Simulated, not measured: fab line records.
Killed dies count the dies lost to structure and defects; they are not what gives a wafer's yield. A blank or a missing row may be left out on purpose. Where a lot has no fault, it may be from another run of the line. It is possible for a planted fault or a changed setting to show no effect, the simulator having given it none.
Struck lot and sound lot, side by side	flow nand harc	14 out of 1302 route steps
Sound: these wafers, L712.1, L712.2, L712.5. Wafers L729.1, L729.5, L729.6 were the ones struck. The cause is named last.
Each step with rows lists, per side, the tool, then ch with its chambers, then its first start. Under that, the readings that differ: sound wafers	struck wafers	difference of the means	sigmas: that difference in standard deviations of wafers without a fault.
alike: words and numbers the same on both sides, and readings whose means are apart by under 2 such deviations; not compared: readings that were withheld, readings missing a value for some wafer, numbers with overlapping values and no deviation given by the record, and bounds like >300 which may hide the same value.
A row with sigmas, a row that says differs or no value, or rows on one side alone: a step with any of these is where the two part. Non-overlapping numbers with no deviation appear without sigmas and do not part them. Lack of a reading on every wafer of one side parts them only where that side has two or more wafers.

first, 4 steps without rows for these wafers: NHARC_A_M1_EBR_05; NHARC_A_M1_EXPOSE_06 (exposes mask A M1, target cd 120 nm); NHARC_A_M1_PEB_07 (peb time 65 s); NHARC_A_M1_DEVELOP_08 (develop time 35 s).
NHARC_A_M1_CD_MEAS_09: target cd 120 nm.
  sound on cd sem-01 ch 0, day 23 17:23; struck on cd sem-01 ch 0, day 30 14:49
  alike: cd nm
NHARC_A_M1_OVL_MEAS_10: pitch 240 nm.
  sound on overlay-02 at day 23 17:28; struck on overlay-02 at day 30 14:55
  alike: overlay x nm, overlay y nm
NHARC_A_M1_INSPECT_11:
  sound on defect inspect-01 at day 23 17:30; struck on defect inspect-02 at day 30 14:57
  alike: raw defect count
NHARC_A_M1_DESCUM_14: chemistry O2, time 3 s.
  sound on rie diel-12 ch 1,3, day 23 17:34; struck on rie diel-12 ch 2,3, day 30 15:01
  alike: drypump motor current A, oes product au, rf vpp V, showerhead plenum p Torr, throttle valve pct
  not compared: rf hours counter h
NHARC_A_M1_ETCH_35: etches the open film in N2/H2, target depth 40 nm, overetch 12 nm, time 43.94 s.
  sound on rie diel-12 ch 0,2, day 23 17:39; struck on rie diel-12 ch 2,3, day 30 15:06
  alike: drypump motor current A, h2 flow sccm, n2 flow sccm, oes product au, rf vpp V, showerhead plenum p Torr, throttle valve pct
  not compared: rf hours counter h
NHARC_A_M1_ETCH_15: etches the open film in C4F8/Ar, target depth 182.5 nm, time 91.2 s.
  sound on rie diel-12 ch 1,2; struck on rie diel-12 ch 0,2,3
  alike: oes product au, rf vpp V
  not compared: rf hours counter h
NHARC_A_M1_CD_MEAS_16:
  sound on cd sem-01 at day 23 17:52; struck on cd sem-03 at day 30 15:19
  alike: cd nm
NHARC_A_M1_STRIP_18: strips in N2/H2.
  sound on rie diel-05 ch 0,2, day 23 17:56; struck on rie diel-05 ch 0,1, day 30 15:23
reading	sound	struck	difference	sigmas
h2 flow sccm (sccm)	149.4 149.8 149.8	150.4 151.2 150.4	+1.0	+2
  alike: drypump motor current A, n2 flow sccm, oes product au, power w, rf vpp V, showerhead plenum p Torr, throttle valve pct
  not compared: rf hours counter h
NHARC_A_M1_ETCH_28: etches the open film in CF4/N2, target depth 30 nm, time 72.99 s.
  sound on rie diel-05 ch 0,2, day 23 18:14; struck on rie diel-05 ch 0,1,3, day 30 15:39
reading	sound	struck	difference	sigmas
oes product au (a.u.)	0.984 1.003 0.973	0.823 0.821 0.803	-0.171	-13
  alike: drypump motor current A, n2 flow sccm, rf vpp V, showerhead plenum p Torr, throttle valve pct
  not compared: rf hours counter h
then, 1 step without rows for these wafers: NHARC_A_M1_STRIP_19 (strips in post etch residue remover, time 600 s).

WHERE THEY PART
At NHARC_A_M1_STRIP_18 first; at NHARC_A_M1_ETCH_28 last (within this record only).

WHY: what the simulator had put in
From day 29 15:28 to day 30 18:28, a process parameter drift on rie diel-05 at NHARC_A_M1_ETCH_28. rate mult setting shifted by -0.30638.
